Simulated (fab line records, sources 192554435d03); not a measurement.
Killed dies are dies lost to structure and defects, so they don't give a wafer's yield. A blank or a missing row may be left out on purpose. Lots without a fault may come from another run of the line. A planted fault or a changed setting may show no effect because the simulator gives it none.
Chamber matching | flow n5_finfet | N5_BEOL_M5_VIA_ETCH_34 on rie_diel-02: 4 sister chambers
The step etches SiCOH lowk in C4F6/O2, target depth 88.3 nm, time 39.2 s. 18 wafers are shown with their chamber, then 9 later ones without.

WAFERS WITH THEIR CHAMBER
wafer  | chamber | drypump_motor_current_A (A) | rf_vpp_V (V) | throttle_valve_pct (%)
L074.2 | 0       | 5.8                         | 665          | 20.51
L074.4 | 3       | 5.9                         | 674          | 21.21
L074.5 | 1       | 6.0                         | 672          | 20.77
L085.1 | 3       | 5.9                         | 674          | 20.80
L085.2 | 0       | 5.8                         | 664          | 20.54
L085.6 | 2       | 5.5                         | 684          | 21.31
L087.1 | 3       | 5.9                         | 675          | 20.79
L087.5 | 0       | 5.8                         | 667          | 20.54
L087.6 | 1       | 6.0                         | 683          | 20.43
L086.2 | 2       | 5.5                         | 684          | 21.30
L086.3 | 0       | 5.9                         | 663          | 20.56
L086.6 | 2       | 5.5                         | 683          | 21.31
L089.2 | 2       | 5.5                         | 683          | 21.32
L089.4 | 1       | 6.0                         | 683          | 20.42
L089.5 | 1       | 6.0                         | 685          | 20.42
L093.1 | 1       | 6.0                         | 683          | 20.43
L093.2 | 3       | 5.9                         | 673          | 20.80
L093.5 | 3       | 5.9                         | 674          | 20.80

SIGNATURES (means of the wafers above)
reading                 | chamber 0 | chamber 1 | chamber 2 | chamber 3 | scatter within a chamber
drypump_motor_current_A | 5.825     | 6.000     | 5.500     | 5.900     | 0.0231
rf_vpp_V                | 664.75    | 681.20    | 683.50    | 674.00    | 2.93
throttle_valve_pct      | 20.5375   | 20.4940   | 21.3100   | 20.8800   | 0.129
Rule: a wafer's distance from a chamber is the root of the sum, over the readings, of the square of ((its reading less the chamber's mean) divided by the reading's scatter). The wafer belongs to the nearest chamber; if the next one is less than 2 further off, it can't be placed. The scatter: the root of (the sum of the squares of (reading less its chamber's mean) over the shown wafers, divided by (wafers less chambers)).

WAFERS WITHOUT THEIR CHAMBER
wafer  | drypump_motor_current_A (A) | rf_vpp_V (V) | throttle_valve_pct (%)
L094.1 | 5.9                         | 672          | 20.82
L094.5 | 5.9                         | 675          | 20.82
L094.6 | 5.8                         | 666          | 20.56
L095.1 | 5.5                         | 684          | 20.97
L095.3 | 5.8                         | 664          | 20.57
L095.4 | 6.0                         | 673          | 20.83
L096.1 | 5.8                         | 665          | 20.55
L096.3 | 5.9                         | 674          | 20.83
L096.4 | 6.0                         | 682          | 20.45

WHICH CHAMBER EACH WENT THROUGH
wafer  | from the rows above     | in truth
L094.1 | 3                       | 3
L094.5 | 3                       | 3
L094.6 | 0                       | 0
L095.1 | 2                       | 2
L095.3 | 0                       | 0
L095.4 | can't be placed: 1 or 3 | 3
L096.1 | 0                       | 0
L096.3 | 3                       | 3
L096.4 | 1                       | 1
Placed correctly: 8 of 9. Can't be placed from these rows: 1 (the true chamber is among the candidates in 1). Placed wrongly: 0.
